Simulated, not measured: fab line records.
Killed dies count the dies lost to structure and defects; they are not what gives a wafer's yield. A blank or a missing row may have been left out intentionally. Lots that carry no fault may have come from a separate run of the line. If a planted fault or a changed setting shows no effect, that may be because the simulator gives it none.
fab line records    flow nand-harc
[record] lots = 13  wafers = 38  last-day = 33
route steps=1302 shown A_M0@1167 A_M1@1191 END@1302
lots that met no fault: from a run of the same line without faults
start-h: hours from the record's first day to the start of the lot's first wafer shown    wait-h: time in hours since the lot's previous step    " same as the row above    L1.1+2: a single row standing in for several wafers    - either no value or no given start    * or withheld: withheld    < > ~ a bound
route shown NAME@n: NAME is a module with steps in the file, n the number in the route of the first one    usual: mean/standard deviation taken from wafers without a fault    same: alike in all rows    chamber/n: place in a boat    sites: readings site by site    _std_site: the values' standard deviation    _edge_site: outer sites' mean less inner sites'    radius-mm: for every site, how far away it sits from the centre of the wafer    mask NAME#n: copy n    behind: the tool/chamber that last shaped the wafer    hold: cause of the lot's hold/its duration in hours/its outcome    device: the n, p or np transistor that did not switch    end of line: tests run on the same wafers once the route is complete    a step with no rows: only its recipe    killed: count of dies lost to structure and defects at first sort (not the wafer's yield)    map: per-die view of a wafer (x killed, . not killed, _ where there is no die)
set.NAME: the setting the step ran with; set.NAME@STEP: the setting that earlier step ran with    model.NAME: the simulator's own value behind a step, which no gauge read
one table for each step of the route and one row for each wafer, over a sample of lots
services: when a tool's chamber went out of use (start-h, in hours from the record's first day, below 0 if earlier), for how many hours, and the reason
[[steps]]
[step NHARC_A_M0_PRE_CLEAN_31]
[recipe] time-s = 12  temp-c = 370  rf-power-w = 300  gas = NH3
[usual] heater-power-outer-w = 376/63  heater-power-w = 629/73  susceptor-temp-C = 370.00/0.23
lot.wafer  tool      chamber  start-h  wait-h  heater-power-outer-w  heater-power-w  susceptor-temp-C
L315.3     pecvd-02  0        534.42   0.1     384                   642             370.16
L315.1     "         1        "        "       392                   623             369.60
L315.6     "         1        "        "       376                   640             369.63
L317.3     pecvd-04  1        551.21   0.1     391                   656             370.06
L317.1     "         2        "        "       419                   680             369.73
L317.5     "         0        "        "       384                   602             369.83
L316.3     pecvd-02  1        552.30   0.1     347                   553             369.97
L316.6     "         2        "        "       353                   601             369.90
L316.5     "         0        "        "       452                   701             369.75
L318.1     pecvd-04  1        569.01   0.1     356                   606             370.19
L318.2     "         2        "        "       435                   718             369.64
L318.5     "         0        "        "       450                   690             369.92
L321.1     pecvd-01  0        588.77   0.1     281                   516             370.00
L321.2     "         2        "        "       405                   678             369.99
L321.6     "         1        "        "       246                   497             370.07
L324.4     pecvd-01  1        637.06   0.1     300                   536             370.36
L324.5     "         2        "        "       437                   725             369.95
L325.1     pecvd-01  2        641.83   0.1     386                   645             369.67
L325.2     "         1        "        "       254                   498             370.33
L325.6     "         1        "        "       260                   500             370.10
L332.2     pecvd-02  1        719.66   0.1     405                   653             370.10
L332.6     "         0        "        "       468                   751             370.09
L332.5     "         1        "        "       404                   657             369.92
L333.1     pecvd-04  0        727.09   0.1     414                   659             369.97
L333.6     "         0        "        "       421                   655             369.69
L333.5     "         1        "        "       394                   676             369.79
L335.1     pecvd-02  2        735.64   0.1     304                   526             370.31
L335.3     "         0        "        "       445                   730             369.80
L335.2     "         1        "        "       398                   610             370.00
L334.1     pecvd-01  1        736.09   0.1     313                   586             369.84
L334.3     "         2        "        "       423                   708             369.95
L334.6     "         2        "        "       422                   712             369.94
L336.1     pecvd-01  1        757.31   0.1     292                   575             370.14
L336.2     "         2        "        "       415                   697             369.91
L336.6     "         0        "        "       341                   625             369.79
L337.1     pecvd-01  2        757.99   0.1     411                   695             370.26
L337.3     "         0        "        "       288                   539             370.51
L337.2     "         1        "        "       294                   559             370.40
[step NHARC_A_M0_DEP_32]
[recipe] target-thk-a = 300  temp-c = 370  target-thk-nm = 30  pressure-torr = 3  flow-sccm = 200  rf-w = 450  material = SiCN
[usual] heater-power-outer-w = 336/59  heater-power-w = 577/70  susceptor-temp-C = 369.99/0.22
lot.wafer  tool      chamber  start-h  wait-h  heater-power-outer-w  heater-power-w  susceptor-temp-C
L315.3     pecvd-02  0        534.50   0.1     382                   611             369.94
L315.1     "         1        "        "       372                   604             370.22
L315.6     "         1        "        "       383                   621             369.90
L317.3     pecvd-04  1        551.32   0.1     361                   622             369.92
L317.1     "         2        "        "       342                   603             369.83
L317.5     "         0        "        "       395                   607             369.79
L316.3     pecvd-02  1        552.38   0.1     383                   624             369.82
L316.6     "         2        "        "       317                   569             370.08
L316.5     "         0        "        "       398                   669             370.10
L318.1     pecvd-04  1        569.12   0.1     286                   514             370.10
L318.2     "         2        "        "       338                   578             369.41
L318.5     "         0        "        "       332                   513             370.17
L321.1     pecvd-01  0        588.85   0.1     297                   542             370.21
L321.2     "         2        "        "       402                   658             370.57
L321.6     "         1        "        "       260                   503             370.02
L324.4     pecvd-01  1        637.23   0.2     265                   497             370.31
L324.5     "         2        "        "       302                   548             369.60
L325.1     pecvd-01  2        641.91   0.1     378                   625             370.22
L325.2     "         1        "        "       274                   512             370.06
L325.6     "         1        "        "       274                   515             370.16
L332.2     pecvd-02  1        719.77   0.1     334                   541             369.73
L332.6     "         0        "        "       436                   721             370.21
L332.5     "         1        "        "       330                   529             370.31
L333.1     pecvd-04  0        727.20   0.1     317                   511             369.91
L333.6     "         0        "        "       312                   522             370.42
L333.5     "         1        "        "       343                   589             369.86
L335.1     pecvd-02  2        735.72   0.1     303                   535             369.72
L335.3     "         0        "        "       429                   731             369.84
L335.2     "         1        "        "       361                   585             369.94
L334.1     pecvd-01  1        736.17   0.1     207                   438             369.99
L334.3     "         2        "        "       331                   593             370.15
L334.6     "         2        "        "       340                   586             370.16
L336.1     pecvd-01  1        757.42   0.1     216                   445             369.62
L336.2     "         2        "        "       349                   617             370.04
L336.6     "         0        "        "       283                   533             370.21
L337.1     pecvd-01  2        758.07   0.1     372                   654             370.31
L337.3     "         0        "        "       302                   581             370.04
L337.2     "         1        "        "       214                   461             369.59
[step NHARC_A_M1_PVD_20]
[recipe] target-thk-a = 50  bias-v = 168.6  power-w = 15000  chamber-pressure-pa = 0.12  time-s = 8.06  substrate-temp-c = 50  material = TaN
[usual] throttle-valve-pct = 29.7/0.78
lot.wafer  tool            chamber  start-h  wait-h  throttle-valve-pct
L315.3     pvd-sputter-03  -        -        -       28.6
L315.1     "               -        "        "       30.2
L315.6     "               -        "        "       28.3
L317.1     pvd-sputter-02  -        -        -       29.7
L317.3     "               -        "        "       29.5
L317.5     "               -        "        "       29.7
L316.3     pvd-sputter-02  -        -        -       30.0
L316.5     "               -        "        "       30.0
L316.6     "               -        "        "       29.8
L318.1     pvd-sputter-02  -        -        -       29.6
L318.2     "               -        "        "       29.8
L318.5     "               -        "        "       30.0
L321.2     pvd-sputter-03  -        -        -       28.0
L321.1     "               -        "        "       29.8
L321.6     "               -        "        "       28.3
L324.4     pvd-sputter-03  -        -        -       28.5
L324.5     "               -        "        "       28.7
L325.1     pvd-sputter-03  -        -        -       28.6
L325.2     "               -        "        "       29.9
L325.6     "               -        "        "       28.6
L332.2     pvd-sputter-02  -        -        -       29.7
L332.5     "               -        "        "       29.9
L332.6     "               -        "        "       30.3
L333.1     pvd-sputter-01  -        -        -       29.9
L333.5     "               -        "        "       29.3
L333.6     "               -        "        "       30.0
L335.1     pvd-sputter-01  -        -        -       30.1
L335.3     "               -        "        "       31.1
L335.2     "               -        "        "       29.1
L334.3     pvd-sputter-03  -        -        -       31.6
L334.1     "               -        "        "       28.6
L334.6     "               -        "        "       28.2
L336.2     pvd-sputter-02  -        -        -       30.5
L336.1     "               -        "        "       29.8
L336.6     "               -        "        "       30.0
L337.3     pvd-sputter-02  -        -        -       30.4
L337.2     "               -        "        "       30.1
L337.1     "               -        "        "       29.8
[step NHARC_A_M1_ECD_22]
[recipe] target-thk-a = 4000  bath-temp-c = 25  material = Cu
lot.wafer   tool       chamber  start-h  wait-h
L315.1+3+6  ecd-cu-01  0,1,0    537.20   -
L317.1+3+5  ecd-cu-02  0        554.07   -
L316.3+5+6  ecd-cu-01  1,1,0    555.34   -
L318.2+1+5  ecd-cu-01  1,0,1    571.89   -
L321.2+1+6  ecd-cu-01  0,1,0    592.13   -
L324.4+5    ecd-cu-02  1,0      640.07   -
L325.1+2+6  ecd-cu-02  0,1,0    644.60   -
L332.2+5+6  ecd-cu-01  0,1,0    722.65   -
L333.1+6+5  ecd-cu-01  0,0,1    729.96   -
L335.2+1+3  ecd-cu-01  1,0,0    738.42   -
L334.1+3+6  ecd-cu-02  0        738.98   -
L336.1+2+6  ecd-cu-01  0,1,1    760.06   -
L337.2+1+3  ecd-cu-01  0,1,0    760.78   -
[step NHARC_A_M1_CMP_23]
[recipe] t-overpolish-s = 20  target-thk-nm = 154.34
[usual] edge-zone-pressure-frac = 1.000/0.0045  motor-current-A = 12.3/1  retaining-ring-pressure-frac = 1.001/0.0049  time-to-endpoint-s = 28/3.1
lot.wafer  tool    chamber  start-h  wait-h  edge-zone-pressure-frac  motor-current-A  retaining-ring-pressure-frac  time-to-endpoint-s
L315.3     cmp-04  1        537.96   -       1.002                    12.9             0.998                         19
L315.1     "       2        "        "       1.004                    12.8             1.000                         25
L315.6     "       1        "        "       0.992                    12.7             1.003                         20
L317.3     cmp-02  1        554.81   -       0.998                    11.4             0.998                         31
L317.1     "       3        "        "       1.003                    11.3             1.007                         30
L317.5     "       2        "        "       1.000                    12.2             1.005                         28
L316.3     cmp-01  1        555.99   -       1.007                    13.2             0.999                         27
L316.6     "       0        "        "       1.000                    12.5             1.002                         29
L316.5     "       1        "        "       1.005                    13.3             1.005                         27
L318.2     cmp-04  3        572.93   -       1.002                    13.0             1.004                         24
L318.1     "       2        "        "       1.000                    11.5             1.003                         25
L318.5     "       0        "        "       1.000                    11.9             0.999                         27
L321.2     cmp-01  1        592.85   -       0.997                    12.7             1.002                         28
L321.1     "       3        "        "       1.004                    11.2             0.997                         26
L321.6     "       2        "        "       1.000                    13.4             1.000                         26
L324.4     cmp-01  0        640.72   -       0.994                    13.3             1.001                         10
L324.5     "       1        "        "       0.999                    12.3             1.003                         28
L325.1     cmp-02  1        645.35   -       1.005                    12.7             0.995                         28
L325.2     "       2        "        "       1.003                    12.7             1.005                         9
L325.6     "       0        "        "       0.996                    10.4             1.007                         32
L332.2     cmp-02  3        723.34   -       0.990                    11.0             0.999                         28
L332.6     "       3        "        "       1.006                    11.2             1.003                         27
L332.5     "       0        "        "       1.003                    10.0             0.997                         33
L333.1     cmp-04  0        730.73   -       0.992                    12.4             0.998                         30
L333.5     "       2        "        "       0.996                    12.4             0.987                         26
L333.6     "       3        "        "       0.997                    13.3             0.999                         28
L335.1     cmp-04  1        739.17   -       0.996                    12.9             0.998                         25
L335.3     "       2        "        "       0.993                    12.0             0.998                         30
L335.2     "       3        "        "       0.999                    12.5             0.995                         31
L334.1     cmp-02  3        739.75   -       0.999                    11.2             0.994                         27
L334.3     "       0        "        "       0.993                    10.1             1.000                         33
L334.6     "       1        "        "       1.001                    12.4             1.005                         29
L336.2     cmp-01  1        760.82   -       0.997                    12.4             0.996                         30
L336.1     "       2        "        "       0.993                    13.9             1.007                         28
L336.6     "       1        "        "       1.004                    13.1             1.005                         30
L337.1     cmp-04  2        761.58   -       1.004                    12.0             1.006                         28
L337.3     "       3        "        "       0.995                    13.0             0.998                         26
L337.2     "       0        "        "       1.003                    12.3             0.993                         29
[step NHARC_END_SORT_01]
[recipe] temp-c = 25
[usual] defect-limited-yield = 89.8/2.9  killed-at-array = 65/19  killed-at-other = 0.9/1.1  killed-at-periphery = 3.5/2.3  killed-dies = 69/19  killed-open = 3.2/1.8  killed-short = 2.4/1.5
[same] gross-dies = 677
lot.wafer  tool       chamber  start-h  wait-h  defect-limited-yield[%]  killed-at-array  killed-at-other  killed-at-periphery  killed-dies  killed-open  killed-short
L325.1     prober-02  0        676.07   2.5     91.1                     58               1                1                    60           1            3
L325.6     prober-02  0        680.12   4.1     93.2                     43               1                2                    46           2            1
L324.4     prober-02  0        689.69   3.4     86.0                     91               0                4                    95           7            4
L324.5     prober-02  0        690.49   3.7     86.4                     87               2                3                    92           7            0
// killed by level:class
L325.1 A_SLIT:chamber-film-flake=29 A_CHANNEL_HOLE_D2:chamber-film-flake=14 A_CHANNEL_HOLE_D1:chamber-film-flake=3 A_CONTACT:chamber-film-flake=3 A_CHANNEL_FILL_D1:chamber-film-flake=2 A_WL_FILL:chamber-film-flake=2 A_ONON_D1:geometric-particle:short=1 A_DECK1_JOINT:geometric-particle:short=1
L325.6 A_SLIT:chamber-film-flake=26 A_CHANNEL_HOLE_D2:chamber-film-flake=9 A_CHANNEL_HOLE_D1:chamber-film-flake=3 A_CONTACT:chamber-film-flake=2 P_GATE:geometric-particle:open=1 A_CHANNEL_FILL_D2:geometric-particle:short=1 A_WL_FILL:geometric-particle:open=1 P_GATE:chamber-film-flake=1
L324.4 A_CHANNEL_HOLE_D1:chamber-film-flake=36 A_SLIT:chamber-film-flake=34 A_STAIRCASE:chamber-film-flake=7 A_SGD_CUT:chamber-film-flake=3 A_DECK1_JOINT:geometric-particle:short=2 A_ONON_D2:geometric-particle:open=2 A_CHANNEL_FILL_D2:geometric-particle:open=2 P_STI:chamber-film-flake=2
L324.5 A_SLIT:chamber-film-flake=34 A_CHANNEL_HOLE_D1:chamber-film-flake=30 A_SGD_CUT:chamber-film-flake=6 A_STAIRCASE:chamber-film-flake=4 A_CONTACT:chamber-film-flake=3 A_CHANNEL_HOLE_D2:chamber-film-flake=2 A_WL_FILL:chamber-film-flake=2 THIN_TSV:chamber-film-flake=2
[[services]]
tool            chamber  start-h  hours  kind
ecd-cu-01       -        512.00   8.0    pm
pecvd-01        1        521.48   6.5    repair
pvd-sputter-03  -        526.33   10.0   pm
cmp-02          -        529.00   4.0    pm
ecd-cu-01       -        532.78   1.5    repair
ecd-cu-01       -        555.87   2.0    repair
pecvd-04        2        558.56   5.7    repair
cmp-02          -        562.30   4.1    repair
ecd-cu-01       -        580.51   4.2    repair
pecvd-02        -        589.21   13.0   pm
pvd-sputter-02  -        589.95   0.8    repair
cmp-04          -        601.03   4.0    pm
cmp-04          -        611.71   1.5    repair
cmp-04          -        626.50   0.6    repair
pecvd-04        -        631.22   13.0   pm
pvd-sputter-02  -        638.45   10.0   pm
pecvd-02        2        657.93   2.9    repair
pecvd-01        -        673.22   13.0   pm
cmp-04          -        685.11   22.5   repair
ecd-cu-01       -        688.00   8.0    pm
pecvd-04        -        689.77   0.3    repair
pvd-sputter-03  -        704.33   10.0   pm
pecvd-02        -        714.99   1.7    repair
pvd-sputter-03  -        716.58   1.0    repair
[[key]]
[first-sign] step = NHARC_A_M1_CMP_23  reading = time-to-endpoint-s  direction = down  sigmas = 5.8  usual = *  struck = *
effect none on later readings
met-at NHARC_A_M1_ECD_22
struck-lots L324,L325
struck-wafers L324.4,L325.2
not-acting-at NHARC_A_M0_PRE_CLEAN_31,NHARC_A_M0_DEP_32,NHARC_A_M1_PVD_20
[fault] kind = process-parameter-drift  tool = ecd-cu-02  chamber = 1  onset-h = 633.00  steps = NHARC_A_M1_ECD_22  channel = target-thk-a  offset = *  shape = step  end-h = 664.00  acts-in = *  stated = *
